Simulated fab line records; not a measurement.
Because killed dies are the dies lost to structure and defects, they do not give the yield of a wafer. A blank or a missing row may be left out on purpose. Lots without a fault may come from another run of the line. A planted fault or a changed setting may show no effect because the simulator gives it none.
fab line records :: flow nand_harc
[record]
  lots = 6
  wafers = 18
  last_day = 34
route steps=1302 shown P_ZERO_WELL@15
lots that met no fault: taken from a fault-free run of the same line
start_h: hours from the record's first day to the start of the lot's first wafer shown :: wait_h: hours elapsed since this lot's preceding step :: " the same as in the row above :: L1.1+2: several wafers, shown together as one row :: - value missing, or start not given :: * or withheld: withheld :: < > ~ a bound
route shown NAME@n: a module of which the file shows steps, and the number in the route of the first :: usual: average and standard deviation across the fault-free wafers :: same: alike in all rows :: chamber/n: place in a boat :: sites: readings site by site :: _std_site: their standard deviation :: _edge_site: mean of outer sites minus mean of inner sites :: radius_mm: for every site, how far away it sits from the centre of the wafer :: mask NAME#n: copy n :: behind: tool/chamber where the wafer was last shaped :: hold: reason for holding the lot/hours on hold/outcome of the hold :: device: transistor that didn't switch, given as n, p or np :: end of line: the route-end tests of the same wafers :: step lacking rows: just its recipe :: killed: the dies lost at the first sort to structure and to defects; this is not the yield of the wafer :: map: a wafer's dies, x killed, . not, _ none there
set.NAME: setting as actually run; set.NAME@STEP: the setting as run at that earlier step :: model.NAME: the simulator's own value behind a step, which no gauge read
lots at selected steps of the route; one table per step, one row per wafer
services: the hour from which a tool's chamber was out of use, counted from the record's first day as start_h (under 0 if before that day), plus the number of hours and why
[[steps]]
[step NHARC_P_ZERO_WELL_HARDBAKE_12]
[recipe]
  temp_c = 118
  time_s = 65
[step NHARC_P_ZERO_WELL_DESCUM_13]
[recipe]
  time_s = 3
  o2_flow_sccm = 200
  ar_flow_sccm = 0
  bias_power_w = 0
  chemistry = O2
[usual]
  drypump_motor_current_A = 5.8/0.53
  oes_product_au = 0.999/0.0079
  rf_vpp_V = 58.0/0.9
  showerhead_plenum_p_Torr = 1.96/0.072
  throttle_valve_pct = 11.312/0.0084
lot.wafer: L986.1
tool: rie_diel-11
chamber: 2
start_h: 101.41
wait_h: -
drypump_motor_current_A: 6.1
oes_product_au: 1.012
rf_hours_counter_h: 7
rf_vpp_V: 58.3
showerhead_plenum_p_Torr: 1.99
throttle_valve_pct: 11.301

lot.wafer: L986.3
tool: rie_diel-11
chamber: 3
start_h: 101.41
wait_h: -
drypump_motor_current_A: 5.0
oes_product_au: 1.003
rf_hours_counter_h: 5
rf_vpp_V: 59.9
showerhead_plenum_p_Torr: 1.92
throttle_valve_pct: 11.309

lot.wafer: L986.5
tool: rie_diel-11
chamber: 3
start_h: 101.41
wait_h: -
drypump_motor_current_A: 5.0
oes_product_au: 1.003
rf_hours_counter_h: -
rf_vpp_V: 56.7
showerhead_plenum_p_Torr: 1.92
throttle_valve_pct: 11.313

lot.wafer: L987.3
tool: rie_diel-04
chamber: 1
start_h: 111.43
wait_h: -
drypump_motor_current_A: 6.6
oes_product_au: 0.997
rf_hours_counter_h: 26
rf_vpp_V: 57.5
showerhead_plenum_p_Torr: 1.80
throttle_valve_pct: 11.310

lot.wafer: L987.1
tool: rie_diel-04
chamber: 2
start_h: 111.43
wait_h: -
drypump_motor_current_A: 6.2
oes_product_au: 0.991
rf_hours_counter_h: 28
rf_vpp_V: 59.0
showerhead_plenum_p_Torr: 2.00
throttle_valve_pct: 11.320

lot.wafer: L987.6
tool: rie_diel-04
chamber: 1
start_h: 111.43
wait_h: -
drypump_motor_current_A: 6.6
oes_product_au: 1.002
rf_hours_counter_h: -
rf_vpp_V: 58.2
showerhead_plenum_p_Torr: 1.80
throttle_valve_pct: 11.323

lot.wafer: L991.4
tool: rie_diel-11
chamber: 1
start_h: 151.28
wait_h: -
drypump_motor_current_A: 6.2
oes_product_au: 1.001
rf_hours_counter_h: 21
rf_vpp_V: 57.9
showerhead_plenum_p_Torr: 2.02
throttle_valve_pct: 11.312

lot.wafer: L991.5
tool: rie_diel-11
chamber: 3
start_h: 151.28
wait_h: -
drypump_motor_current_A: 5.0
oes_product_au: 1.000
rf_hours_counter_h: -
rf_vpp_V: 58.9
showerhead_plenum_p_Torr: 1.92
throttle_valve_pct: 11.305

lot.wafer: L991.6
tool: rie_diel-11
chamber: 0
start_h: 151.28
wait_h: -
drypump_motor_current_A: 6.3
oes_product_au: 1.003
rf_hours_counter_h: -
rf_vpp_V: 59.8
showerhead_plenum_p_Torr: 2.00
throttle_valve_pct: 11.311

lot.wafer: L998.2
tool: rie_diel-12
chamber: 0
start_h: 221.52
wait_h: -
drypump_motor_current_A: 5.0
oes_product_au: 1.008
rf_hours_counter_h: 41
rf_vpp_V: 57.2
showerhead_plenum_p_Torr: 1.88
throttle_valve_pct: 11.310

lot.wafer: L998.1
tool: rie_diel-12
chamber: 2
start_h: 221.52
wait_h: -
drypump_motor_current_A: 5.4
oes_product_au: 1.005
rf_hours_counter_h: 43
rf_vpp_V: 59.2
showerhead_plenum_p_Torr: 1.99
throttle_valve_pct: 11.301

lot.wafer: L998.5
tool: rie_diel-12
chamber: 0
start_h: 221.52
wait_h: -
drypump_motor_current_A: 5.0
oes_product_au: 1.003
rf_hours_counter_h: -
rf_vpp_V: 59.3
showerhead_plenum_p_Torr: 1.88
throttle_valve_pct: 11.324

lot.wafer: L100.1
tool: rie_diel-12
chamber: 0
start_h: 241.41
wait_h: -
drypump_motor_current_A: 5.0
oes_product_au: 1.001
rf_hours_counter_h: 49
rf_vpp_V: 57.3
showerhead_plenum_p_Torr: 1.88
throttle_valve_pct: 11.321

lot.wafer: L100.4
tool: rie_diel-12
chamber: 1
start_h: 241.41
wait_h: -
drypump_motor_current_A: 5.5
oes_product_au: 0.990
rf_hours_counter_h: 53
rf_vpp_V: 57.2
showerhead_plenum_p_Torr: 1.97
throttle_valve_pct: 11.309

lot.wafer: L100.5
tool: rie_diel-12
chamber: 0
start_h: 241.41
wait_h: -
drypump_motor_current_A: 5.0
oes_product_au: 0.998
rf_hours_counter_h: -
rf_vpp_V: 58.6
showerhead_plenum_p_Torr: 1.88
throttle_valve_pct: 11.311

lot.wafer: L101.1
tool: rie_diel-11
chamber: 1
start_h: 251.43
wait_h: -
drypump_motor_current_A: 6.2
oes_product_au: 1.009
rf_hours_counter_h: 51
rf_vpp_V: 59.1
showerhead_plenum_p_Torr: 2.01
throttle_valve_pct: 11.321

lot.wafer: L101.2
tool: rie_diel-11
chamber: 2
start_h: 251.43
wait_h: -
drypump_motor_current_A: 6.1
oes_product_au: 1.018
rf_hours_counter_h: 49
rf_vpp_V: 58.9
showerhead_plenum_p_Torr: 1.98
throttle_valve_pct: 11.305

lot.wafer: L101.5
tool: rie_diel-11
chamber: 0
start_h: 251.43
wait_h: -
drypump_motor_current_A: 6.3
oes_product_au: 1.015
rf_hours_counter_h: -
rf_vpp_V: 58.4
showerhead_plenum_p_Torr: 1.99
throttle_valve_pct: 11.302
[step NHARC_P_ZERO_WELL_ETCH_65]
[recipe]
  target_depth_a = 800
  overetch_a = 240
  time_s = 87.88
  ion_energy_ev = 200
  n2_flow_sccm = 150
  h2_flow_sccm = 150
  ar_flow_sccm = 0
  rf_w = 400
  bias_w = 150
  chemistry = N2/H2
[usual]
  drypump_motor_current_A = 5.9/0.51
  oes_product_au = 0.998/0.0081
  rf_vpp_V = 432.0/2.2
  showerhead_plenum_p_Torr = 2.09/0.077
  throttle_valve_pct = 14.170/0.0097
lot.wafer: L986.3
tool: rie_diel-11
chamber: 2
start_h: 101.52
wait_h: 0.1
drypump_motor_current_A: 6.1
oes_product_au: 1.020
rf_hours_counter_h: 7
rf_vpp_V: 432.2
showerhead_plenum_p_Torr: 2.13
throttle_valve_pct: 14.169

lot.wafer: L986.1
tool: rie_diel-11
chamber: 3
start_h: 101.52
wait_h: 0.1
drypump_motor_current_A: 5.0
oes_product_au: 0.993
rf_hours_counter_h: 5
rf_vpp_V: 430.9
showerhead_plenum_p_Torr: 2.05
throttle_valve_pct: 14.190

lot.wafer: L986.5
tool: rie_diel-11
chamber: 2
start_h: 101.52
wait_h: 0.1
drypump_motor_current_A: 6.1
oes_product_au: 1.008
rf_hours_counter_h: -
rf_vpp_V: 433.8
showerhead_plenum_p_Torr: 2.13
throttle_valve_pct: 14.164

lot.wafer: L987.3
tool: rie_diel-04
chamber: 0
start_h: 111.53
wait_h: 0.1
drypump_motor_current_A: 5.3
oes_product_au: 0.994
rf_hours_counter_h: 35
rf_vpp_V: 429.3
showerhead_plenum_p_Torr: 1.99
throttle_valve_pct: 14.173

lot.wafer: L987.1
tool: rie_diel-04
chamber: 1
start_h: 111.53
wait_h: 0.1
drypump_motor_current_A: 6.6
oes_product_au: 0.998
rf_hours_counter_h: 26
rf_vpp_V: 427.1
showerhead_plenum_p_Torr: 1.92
throttle_valve_pct: 14.171

lot.wafer: L987.6
tool: rie_diel-04
chamber: 3
start_h: 111.53
wait_h: 0.1
drypump_motor_current_A: 6.0
oes_product_au: 0.987
rf_hours_counter_h: -
rf_vpp_V: 434.8
showerhead_plenum_p_Torr: 2.21
throttle_valve_pct: 14.161

lot.wafer: L991.4
tool: rie_diel-11
chamber: 2
start_h: 151.39
wait_h: 0.1
drypump_motor_current_A: 6.1
oes_product_au: 1.005
rf_hours_counter_h: 23
rf_vpp_V: 433.2
showerhead_plenum_p_Torr: 2.12
throttle_valve_pct: 14.175

lot.wafer: L991.5
tool: rie_diel-11
chamber: 1
start_h: 151.39
wait_h: 0.1
drypump_motor_current_A: 6.2
oes_product_au: 0.997
rf_hours_counter_h: -
rf_vpp_V: 434.2
showerhead_plenum_p_Torr: 2.16
throttle_valve_pct: 14.201

lot.wafer: L991.6
tool: rie_diel-11
chamber: 2
start_h: 151.39
wait_h: 0.1
drypump_motor_current_A: 6.1
oes_product_au: 1.008
rf_hours_counter_h: -
rf_vpp_V: 432.4
showerhead_plenum_p_Torr: 2.12
throttle_valve_pct: 14.153

lot.wafer: L998.1
tool: rie_diel-12
chamber: 0
start_h: 221.62
wait_h: 0.1
drypump_motor_current_A: 5.0
oes_product_au: 1.006
rf_hours_counter_h: 41
rf_vpp_V: 430.6
showerhead_plenum_p_Torr: 2.01
throttle_valve_pct: 14.188

lot.wafer: L998.2
tool: rie_diel-12
chamber: 1
start_h: 221.62
wait_h: 0.1
drypump_motor_current_A: 5.5
oes_product_au: 0.993
rf_hours_counter_h: 46
rf_vpp_V: 431.6
showerhead_plenum_p_Torr: 2.11
throttle_valve_pct: 14.183

lot.wafer: L998.5
tool: rie_diel-12
chamber: 3
start_h: 221.62
wait_h: 0.1
drypump_motor_current_A: 6.1
oes_product_au: 0.985
rf_hours_counter_h: -
rf_vpp_V: 430.9
showerhead_plenum_p_Torr: 2.00
throttle_valve_pct: 14.170

lot.wafer: L100.4
tool: rie_diel-12
chamber: 1
start_h: 241.50
wait_h: 0.1
drypump_motor_current_A: 5.5
oes_product_au: 0.996
rf_hours_counter_h: 53
rf_vpp_V: 432.5
showerhead_plenum_p_Torr: 2.11
throttle_valve_pct: 14.173

lot.wafer: L100.1
tool: rie_diel-12
chamber: 2
start_h: 241.50
wait_h: 0.1
drypump_motor_current_A: 5.5
oes_product_au: 0.993
rf_hours_counter_h: 49
rf_vpp_V: 433.4
showerhead_plenum_p_Torr: 2.12
throttle_valve_pct: 14.182

lot.wafer: L100.5
tool: rie_diel-12
chamber: 3
start_h: 241.50
wait_h: 0.1
drypump_motor_current_A: 6.1
oes_product_au: 0.996
rf_hours_counter_h: -
rf_vpp_V: 429.5
showerhead_plenum_p_Torr: 1.99
throttle_valve_pct: 14.176

lot.wafer: L101.2
tool: rie_diel-11
chamber: 3
start_h: 251.74
wait_h: 0.3
drypump_motor_current_A: 5.0
oes_product_au: 0.981
rf_hours_counter_h: 48
rf_vpp_V: 430.3
showerhead_plenum_p_Torr: 2.04
throttle_valve_pct: 14.164

lot.wafer: L101.1
tool: rie_diel-11
chamber: 2
start_h: 251.74
wait_h: 0.3
drypump_motor_current_A: 6.1
oes_product_au: 1.007
rf_hours_counter_h: 49
rf_vpp_V: 432.0
showerhead_plenum_p_Torr: 2.11
throttle_valve_pct: 14.169

lot.wafer: L101.5
tool: rie_diel-11
chamber: 3
start_h: 251.74
wait_h: 0.3
drypump_motor_current_A: 5.0
oes_product_au: 0.995
rf_hours_counter_h: -
rf_vpp_V: 431.1
showerhead_plenum_p_Torr: 2.04
throttle_valve_pct: 14.165
[step NHARC_P_ZERO_WELL_ETCH_62]
[recipe]
  target_depth_a = 130
  time_s = 6.5
  chf3_flow_sccm = 50
  ar_flow_sccm = 200
  rf_w = 500
  bias_w = 200
  chemistry = CHF3/Ar
[usual]
  drypump_motor_current_A = 5.8/0.52
  oes_product_au = 0.956/0.018
  rf_vpp_V = 371.9/2
  showerhead_plenum_p_Torr = 2.40/0.081
  throttle_valve_pct = 20.216/0.0099
lot.wafer: L986.1
tool: rie_diel-11
chamber: 0
start_h: -
wait_h: -
drypump_motor_current_A: 6.3
oes_product_au: 0.951
rf_hours_counter_h: 5
rf_vpp_V: 374.4
showerhead_plenum_p_Torr: 2.45
throttle_valve_pct: 20.210

lot.wafer: L986.3
tool: rie_diel-11
chamber: 3
start_h: -
wait_h: -
drypump_motor_current_A: 5.0
oes_product_au: 0.947
rf_hours_counter_h: 5
rf_vpp_V: 371.1
showerhead_plenum_p_Torr: 2.36
throttle_valve_pct: 20.224

lot.wafer: L986.5
tool: rie_diel-11
chamber: 1
start_h: -
wait_h: -
drypump_motor_current_A: 6.2
oes_product_au: 0.951
rf_hours_counter_h: -
rf_vpp_V: 373.5
showerhead_plenum_p_Torr: 2.48
throttle_valve_pct: 20.221

lot.wafer: L987.3
tool: rie_diel-04
chamber: 1
start_h: -
wait_h: -
drypump_motor_current_A: 6.6
oes_product_au: 0.953
rf_hours_counter_h: 26
rf_vpp_V: 368.4
showerhead_plenum_p_Torr: 2.21
throttle_valve_pct: 20.231

lot.wafer: L987.1
tool: rie_diel-04
chamber: 3
start_h: -
wait_h: -
drypump_motor_current_A: 6.0
oes_product_au: 0.975
rf_hours_counter_h: 30
rf_vpp_V: 374.1
showerhead_plenum_p_Torr: 2.52
throttle_valve_pct: 20.218

lot.wafer: L987.6
tool: rie_diel-04
chamber: 1
start_h: -
wait_h: -
drypump_motor_current_A: 6.6
oes_product_au: 0.966
rf_hours_counter_h: -
rf_vpp_V: 367.9
showerhead_plenum_p_Torr: 2.21
throttle_valve_pct: 20.231

lot.wafer: L991.4
tool: rie_diel-11
chamber: 2
start_h: -
wait_h: -
drypump_motor_current_A: 6.1
oes_product_au: 0.972
rf_hours_counter_h: 23
rf_vpp_V: 373.2
showerhead_plenum_p_Torr: 2.43
throttle_valve_pct: 20.216

lot.wafer: L991.6
tool: rie_diel-11
chamber: 2
start_h: -
wait_h: -
drypump_motor_current_A: 6.1
oes_product_au: 0.963
rf_hours_counter_h: -
rf_vpp_V: 372.3
showerhead_plenum_p_Torr: 2.43
throttle_valve_pct: 20.217

lot.wafer: L991.5
tool: rie_diel-11
chamber: 3
start_h: -
wait_h: -
drypump_motor_current_A: 5.0
oes_product_au: 0.950
rf_hours_counter_h: -
rf_vpp_V: 369.9
showerhead_plenum_p_Torr: 2.35
throttle_valve_pct: 20.189

lot.wafer: L998.1
tool: rie_diel-12
chamber: 1
start_h: -
wait_h: -
drypump_motor_current_A: 5.5
oes_product_au: 0.970
rf_hours_counter_h: 46
rf_vpp_V: 371.6
showerhead_plenum_p_Torr: 2.42
throttle_valve_pct: 20.222

lot.wafer: L998.2
tool: rie_diel-12
chamber: 2
start_h: -
wait_h: -
drypump_motor_current_A: 5.4
oes_product_au: 0.966
rf_hours_counter_h: 43
rf_vpp_V: 373.5
showerhead_plenum_p_Torr: 2.44
throttle_valve_pct: 20.206

lot.wafer: L998.5
tool: rie_diel-12
chamber: 1
start_h: -
wait_h: -
drypump_motor_current_A: 5.5
oes_product_au: 0.958
rf_hours_counter_h: -
rf_vpp_V: 372.4
showerhead_plenum_p_Torr: 2.42
throttle_valve_pct: 20.219

lot.wafer: L100.1
tool: rie_diel-12
chamber: 1
start_h: -
wait_h: -
drypump_motor_current_A: 5.5
oes_product_au: 0.953
rf_hours_counter_h: 53
rf_vpp_V: 372.4
showerhead_plenum_p_Torr: 2.42
throttle_valve_pct: 20.216

lot.wafer: L100.4
tool: rie_diel-12
chamber: 0
start_h: -
wait_h: -
drypump_motor_current_A: 5.0
oes_product_au: 0.969
rf_hours_counter_h: 49
rf_vpp_V: 370.9
showerhead_plenum_p_Torr: 2.31
throttle_valve_pct: 20.211

lot.wafer: L100.5
tool: rie_diel-12
chamber: 1
start_h: -
wait_h: -
drypump_motor_current_A: 5.5
oes_product_au: 0.960
rf_hours_counter_h: -
rf_vpp_V: 371.8
showerhead_plenum_p_Torr: 2.42
throttle_valve_pct: 20.210

lot.wafer: L101.1
tool: rie_diel-11
chamber: 0
start_h: -
wait_h: -
drypump_motor_current_A: 6.3
oes_product_au: 0.959
rf_hours_counter_h: 50
rf_vpp_V: 372.3
showerhead_plenum_p_Torr: 2.44
throttle_valve_pct: 20.230

lot.wafer: L101.2
tool: rie_diel-11
chamber: 2
start_h: -
wait_h: -
drypump_motor_current_A: 6.1
oes_product_au: 0.985
rf_hours_counter_h: 49
rf_vpp_V: 372.4
showerhead_plenum_p_Torr: 2.42
throttle_valve_pct: 20.213

lot.wafer: L101.5
tool: rie_diel-11
chamber: 3
start_h: -
wait_h: -
drypump_motor_current_A: 5.0
oes_product_au: 0.955
rf_hours_counter_h: -
rf_vpp_V: 371.2
showerhead_plenum_p_Torr: 2.34
throttle_valve_pct: 20.227
[step NHARC_P_ZERO_WELL_ETCH_63]
[recipe]
  target_depth_a = 1200
  time_s = 40.1
  hbr_flow_sccm = 150
  cl2_flow_sccm = 50
  rf_w = 400
  icp_w = 400
  bias_w = 100
  chemistry = HBr/Cl2
[usual]
  drypump_motor_current_A = 6.0/0.35
  oes_product_au = 0.999/0.007
  throttle_valve_pct = 26.405/0.0083
lot.wafer: L986.3
tool: rie_si-03
chamber: 0
start_h: 101.81
wait_h: -
drypump_motor_current_A: 5.8
oes_product_au: 0.997
rf_hours_counter_h: 0.2
throttle_valve_pct: 26.408

lot.wafer: L986.1
tool: rie_si-03
chamber: 1
start_h: 101.81
wait_h: -
drypump_motor_current_A: 5.7
oes_product_au: 0.997
rf_hours_counter_h: 0.2
throttle_valve_pct: 26.413

lot.wafer: L986.5
tool: rie_si-03
chamber: 1
start_h: 101.81
wait_h: -
drypump_motor_current_A: 5.7
oes_product_au: 1.000
rf_hours_counter_h: -
throttle_valve_pct: 26.415

lot.wafer: L987.3
tool: rie_si-02
chamber: 3
start_h: 111.69
wait_h: -
drypump_motor_current_A: 5.5
oes_product_au: 1.002
rf_hours_counter_h: 0.0
throttle_valve_pct: 26.405

lot.wafer: L987.1
tool: rie_si-02
chamber: 1
start_h: 111.69
wait_h: -
drypump_motor_current_A: 6.1
oes_product_au: 0.999
rf_hours_counter_h: 0.0
throttle_valve_pct: 26.399

lot.wafer: L987.6
tool: rie_si-02
chamber: 3
start_h: 111.69
wait_h: -
drypump_motor_current_A: 5.5
oes_product_au: 1.000
rf_hours_counter_h: -
throttle_valve_pct: 26.402

lot.wafer: L991.6
tool: rie_si-01
chamber: 0
start_h: 151.61
wait_h: -
drypump_motor_current_A: 5.5
oes_product_au: 1.000
rf_hours_counter_h: -
throttle_valve_pct: 26.396

lot.wafer: L991.4
tool: rie_si-01
chamber: 2
start_h: 151.61
wait_h: -
drypump_motor_current_A: 6.2
oes_product_au: 1.005
rf_hours_counter_h: -
throttle_valve_pct: 26.409

lot.wafer: L991.5
tool: rie_si-01
chamber: 3
start_h: 151.61
wait_h: -
drypump_motor_current_A: 5.5
oes_product_au: 0.995
rf_hours_counter_h: -
throttle_valve_pct: 26.399

lot.wafer: L998.1
tool: rie_si-02
chamber: 2
start_h: 221.79
wait_h: -
drypump_motor_current_A: 5.9
oes_product_au: 1.001
rf_hours_counter_h: 0.8
throttle_valve_pct: 26.412

lot.wafer: L998.2
tool: rie_si-02
chamber: 3
start_h: 221.79
wait_h: -
drypump_motor_current_A: 5.4
oes_product_au: 1.003
rf_hours_counter_h: 0.8
throttle_valve_pct: 26.401

lot.wafer: L998.5
tool: rie_si-02
chamber: 1
start_h: 221.79
wait_h: -
drypump_motor_current_A: 6.1
oes_product_au: 0.998
rf_hours_counter_h: -
throttle_valve_pct: 26.395

lot.wafer: L100.4
tool: rie_si-03
chamber: 0
start_h: 241.67
wait_h: -
drypump_motor_current_A: 5.8
oes_product_au: 0.991
rf_hours_counter_h: 0.0
throttle_valve_pct: 26.400

lot.wafer: L100.1
tool: rie_si-03
chamber: 1
start_h: 241.67
wait_h: -
drypump_motor_current_A: 5.7
oes_product_au: 0.999
rf_hours_counter_h: 0.1
throttle_valve_pct: 26.384

lot.wafer: L100.5
tool: rie_si-03
chamber: 3
start_h: 241.67
wait_h: -
drypump_motor_current_A: 6.5
oes_product_au: 0.996
rf_hours_counter_h: -
throttle_valve_pct: 26.404

lot.wafer: L101.1
tool: rie_si-02
chamber: 1
start_h: 251.93
wait_h: -
drypump_motor_current_A: 6.2
oes_product_au: 0.998
rf_hours_counter_h: 0.8
throttle_valve_pct: 26.393

lot.wafer: L101.2
tool: rie_si-02
chamber: 3
start_h: 251.93
wait_h: -
drypump_motor_current_A: 5.5
oes_product_au: 1.001
rf_hours_counter_h: 0.9
throttle_valve_pct: 26.391

lot.wafer: L101.5
tool: rie_si-02
chamber: 1
start_h: 251.93
wait_h: -
drypump_motor_current_A: 6.1
oes_product_au: 0.998
rf_hours_counter_h: -
throttle_valve_pct: 26.415
[step NHARC_P_ZERO_WELL_STRIP_15]
[recipe]
  time_s = 900
  temp_c = 130
  chemistry = SPM
[step NHARC_P_ZERO_WELL_DEHYDRATE_16]
[recipe]
  temp_c = 150
  time_s = 120
[step NHARC_P_ZERO_WELL_HMDS_17]
[recipe]
  time_s = 30
[step NHARC_P_ZERO_WELL_COAT_18]
[recipe]
  spin_rpm = withheld
[step NHARC_P_ZERO_WELL_SOFTBAKE_19]
[recipe]
  temp_c = 122
  time_s = 95
[step NHARC_P_ZERO_WELL_EBR_20]
[step NHARC_P_ZERO_WELL_EXPOSE_21]
[recipe]
  na = 0.6
  target_cd_nm = 720
  dose_mj = 22.31
  mask_id = P_NWELL
[step NHARC_P_ZERO_WELL_PEB_22]
[recipe]
  peb_temp_c = 118
  peb_time_s = 85
[usual]
  chill_plate_temp_C = 23.01/0.095
  exhaust_pa = 45.0/0.95
lot.wafer: L986.1
tool: litho_track-05
chamber: -
start_h: 102.53
wait_h: 0.1
chill_plate_temp_C: -
exhaust_pa: -

lot.wafer: L986.3
tool: litho_track-05
chamber: -
start_h: 102.53
wait_h: 0.1
chill_plate_temp_C: -
exhaust_pa: -

lot.wafer: L986.5
tool: litho_track-05
chamber: -
start_h: 102.53
wait_h: 0.1
chill_plate_temp_C: -
exhaust_pa: -

lot.wafer: L987.1
tool: litho_track-07
chamber: -
start_h: 112.53
wait_h: 0.1
chill_plate_temp_C: -
exhaust_pa: -

lot.wafer: L987.3
tool: litho_track-07
chamber: -
start_h: 112.53
wait_h: 0.1
chill_plate_temp_C: -
exhaust_pa: -

lot.wafer: L987.6
tool: litho_track-07
chamber: -
start_h: 112.53
wait_h: 0.1
chill_plate_temp_C: -
exhaust_pa: -

lot.wafer: L991.4
tool: litho_track-05
chamber: 0
start_h: 152.30
wait_h: 0.0
chill_plate_temp_C: 23.14
exhaust_pa: 45.7

lot.wafer: L991.5
tool: litho_track-05
chamber: 0
start_h: 152.30
wait_h: 0.0
chill_plate_temp_C: 23.06
exhaust_pa: 46.2

lot.wafer: L991.6
tool: litho_track-05
chamber: 0
start_h: 152.30
wait_h: 0.0
chill_plate_temp_C: 23.05
exhaust_pa: 45.3

lot.wafer: L998.1
tool: litho_track-02
chamber: 0
start_h: 222.49
wait_h: 0.1
chill_plate_temp_C: 23.06
exhaust_pa: 44.1

lot.wafer: L998.2
tool: litho_track-02
chamber: 0
start_h: 222.49
wait_h: 0.1
chill_plate_temp_C: 23.04
exhaust_pa: 45.5

lot.wafer: L998.5
tool: litho_track-02
chamber: 0
start_h: 222.49
wait_h: 0.1
chill_plate_temp_C: 23.06
exhaust_pa: 44.9

lot.wafer: L100.1
tool: litho_track-07
chamber: 0
start_h: 242.49
wait_h: 0.1
chill_plate_temp_C: 22.97
exhaust_pa: 44.8

lot.wafer: L100.4
tool: litho_track-07
chamber: 0
start_h: 242.49
wait_h: 0.1
chill_plate_temp_C: 23.03
exhaust_pa: 46.1

lot.wafer: L100.5
tool: litho_track-07
chamber: 0
start_h: 242.49
wait_h: 0.1
chill_plate_temp_C: 22.96
exhaust_pa: 42.8

lot.wafer: L101.1
tool: litho_track-02
chamber: 0
start_h: 252.75
wait_h: 0.1
chill_plate_temp_C: 23.00
exhaust_pa: 44.3

lot.wafer: L101.2
tool: litho_track-02
chamber: 0
start_h: 252.75
wait_h: 0.1
chill_plate_temp_C: 23.15
exhaust_pa: 44.3

lot.wafer: L101.5
tool: litho_track-02
chamber: 0
start_h: 252.75
wait_h: 0.1
chill_plate_temp_C: 22.94
exhaust_pa: 46.2
[step NHARC_P_ZERO_WELL_DEVELOP_23]
[recipe]
  time_s = 70
[[services]]
tool: rie_diel-11
chamber: -
start_h: 78.50
hours: 9.0
kind: pm

tool: rie_diel-11
chamber: 0
start_h: 78.50
hours: 9.0
kind: vent_cycle

tool: rie_diel-11
chamber: 1
start_h: 78.50
hours: 9.0
kind: vent_cycle

tool: rie_diel-11
chamber: 2
start_h: 78.50
hours: 9.0
kind: vent_cycle

tool: rie_diel-11
chamber: 3
start_h: 78.50
hours: 9.0
kind: vent_cycle

tool: rie_diel-12
chamber: -
start_h: 91.40
hours: 9.0
kind: pm

tool: rie_si-03
chamber: -
start_h: 94.30
hours: 2.1
kind: repair

tool: rie_si-02
chamber: -
start_h: 100.00
hours: 9.0
kind: pm

tool: rie_si-03
chamber: 3
start_h: 107.12
hours: 6.9
kind: repair

tool: rie_si-03
chamber: 0
start_h: 112.13
hours: 1.6
kind: repair

tool: rie_si-03
chamber: 2
start_h: 120.26
hours: 2.7
kind: repair

tool: litho_track-05
chamber: -
start_h: 124.00
hours: 7.0
kind: pm

tool: rie_diel-12
chamber: -
start_h: 127.57
hours: 0.8
kind: repair

tool: rie_diel-04
chamber: 1
start_h: 134.80
hours: 3.5
kind: repair

tool: rie_diel-12
chamber: 2
start_h: 136.25
hours: 8.9
kind: repair

tool: rie_si-01
chamber: -
start_h: 140.23
hours: 0.6
kind: repair

tool: rie_si-01
chamber: 1
start_h: 142.45
hours: 11.0
kind: repair

tool: rie_si-01
chamber: 3
start_h: 174.25
hours: 2.1
kind: repair

tool: rie_diel-04
chamber: -
start_h: 180.56
hours: 9.0
kind: pm

tool: rie_si-01
chamber: -
start_h: 193.00
hours: 9.0
kind: pm

tool: rie_si-03
chamber: -
start_h: 221.00
hours: 9.0
kind: pm

tool: rie_diel-04
chamber: 2
start_h: 221.92
hours: 6.3
kind: repair

tool: litho_track-02
chamber: -
start_h: 227.00
hours: 7.0
kind: pm

tool: litho_track-07
chamber: -
start_h: 251.00
hours: 7.0
kind: pm
[[key]]
[first_sign]
  step = NHARC_P_ZERO_WELL_PEB_22
  reading = tool_record
  direction = missing
effect none on later readings
met_at NHARC_P_ZERO_WELL_PEB_22
struck_wafers L986.1,L986.3,L986.5,L987.1,L987.3,L987.6
later_rows_left_out L986.1,L986.3,L986.5,L987.1,L987.3,L987.6
sort_left_out L986.1,L986.3,L986.5,L987.1,L987.3,L987.6
tester_left_out L986,L987
[fault]
  kind = skipped_step_whole
  tool = litho_track-05,litho_track-07
  chamber = -
  onset_h = 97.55
  steps = NHARC_P_ZERO_WELL_PEB_22
  scope = struck_lots_only
// tester_left_out: of these lots the tester's yield and bins aren't shown, on N5 and GAA mostly nor the transistor test; their killed dies are dies lost to structure and defects alone, not to doping, threshold or leakage, so they don't give the yield
// sort_left_out: the simulated sort isn't trusted on such a fault, so these wafers' sort isn't shown, and their yield isn't known
// later_rows_left_out: the simulator's readings of these wafers behind a module that went badly wrong aren't trusted and aren't shown, but for the sort
